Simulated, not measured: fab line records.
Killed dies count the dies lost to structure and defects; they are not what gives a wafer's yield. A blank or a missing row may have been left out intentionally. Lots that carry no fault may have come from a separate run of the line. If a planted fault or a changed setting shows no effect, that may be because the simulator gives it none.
Matching of chambers :: flow n5_finfet :: N5_BEOL_M6_STRIP_36 on rie_diel-04 has 4 sister chambers
The step strips in N2/H2. 4 wafers are shown with their chamber, then 8 later ones without.

EACH WAFER AND ITS CHAMBER
wafer: L091.2
chamber: 0
throttle_valve_pct (%): 24.3

wafer: L091.3
chamber: 3
throttle_valve_pct (%): 22.8

wafer: L091.5
chamber: 1
throttle_valve_pct (%): 23.4

wafer: L093.3
chamber: 2
throttle_valve_pct (%): 23.8

WAFERS WITHOUT THEIR CHAMBER
wafer: L093.5
throttle_valve_pct (%): 23.3

wafer: L093.6
throttle_valve_pct (%): 24.2

wafer: L092.1
throttle_valve_pct (%): 22.8

wafer: L092.2
throttle_valve_pct (%): 23.3

wafer: L092.5
throttle_valve_pct (%): 24.2

wafer: L095.2
throttle_valve_pct (%): 22.8

wafer: L095.5
throttle_valve_pct (%): 22.9

wafer: L095.6
throttle_valve_pct (%): 23.8

WHICH CHAMBER EACH ONE RAN IN
wafer: L093.5
from the rows above: 1
in truth: 1

wafer: L093.6
from the rows above: 0
in truth: 0

wafer: L092.1
from the rows above: 3
in truth: 3

wafer: L092.2
from the rows above: 1
in truth: 1

wafer: L092.5
from the rows above: 0
in truth: 0

wafer: L095.2
from the rows above: 3
in truth: 3

wafer: L095.5
from the rows above: 3
in truth: 3

wafer: L095.6
from the rows above: 2
in truth: 2
Placed correctly: 8 of 8. Left unplaced by these rows: 0. Placed wrongly: 0.
How it was worked out, from the rows above alone: a wafer's distance from a chamber is the root of the sum, over the readings, of the square of ((its reading less the chamber's mean) divided by the reading's scatter). If the next closest chamber is less than 2 further off than the closest, the wafer can't be placed; otherwise it belongs to the closest. Each chamber's mean is taken over the wafers shown for it. The scatter: root of mean squared gap, hidden wafer to nearest shown wafer, with one shown wafer a chamber.
